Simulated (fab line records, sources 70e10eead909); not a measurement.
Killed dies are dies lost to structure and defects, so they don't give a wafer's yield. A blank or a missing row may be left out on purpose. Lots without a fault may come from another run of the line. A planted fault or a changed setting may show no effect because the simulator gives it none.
Chamber matching | flow nand_harc | NHARC_A_CHANNEL_FILL_D2_ALD_25 on ald_hk-03: 3 sister chambers
The step deposits SiOx, target thk 60 nm, pulse time 10 s, ald cycles 600. 3 wafers are shown with their chamber, then 6 later ones without.

WAFERS WITH THEIR CHAMBER
wafer  | chamber | heater_power_w (W)
L084.5 | 1       | 521
L087.4 | 2       | 476
L087.6 | 3       | 379

WAFERS WITHOUT THEIR CHAMBER
wafer  | heater_power_w (W)
L090.1 | 475
L090.4 | 379
L093.3 | 379
L096.3 | 378
L096.4 | 522
L096.5 | 492

WHICH CHAMBER EACH WENT THROUGH
wafer  | from the rows above     | in truth
L090.1 | 2                       | 2
L090.4 | 3                       | 3
L093.3 | 3                       | 3
L096.3 | 3                       | 3
L096.4 | 1                       | 1
L096.5 | can't be placed: 2 or 1 | 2
Placed correctly: 5 of 6. Can't be placed from these rows: 1 (the true chamber is among the candidates in 1). Placed wrongly: 0.
How it was worked out, from the rows above alone: a wafer's distance from a chamber is the root of the sum, over the readings, of the square of ((its reading less the chamber's mean) divided by the reading's scatter). The wafer belongs to the nearest chamber; if the next one is less than 2 further off, it can't be placed. A chamber's mean is the mean of its shown wafers. The scatter: with one shown wafer a chamber, the root of the mean of the squares of how far each hidden wafer lies from its nearest shown one.
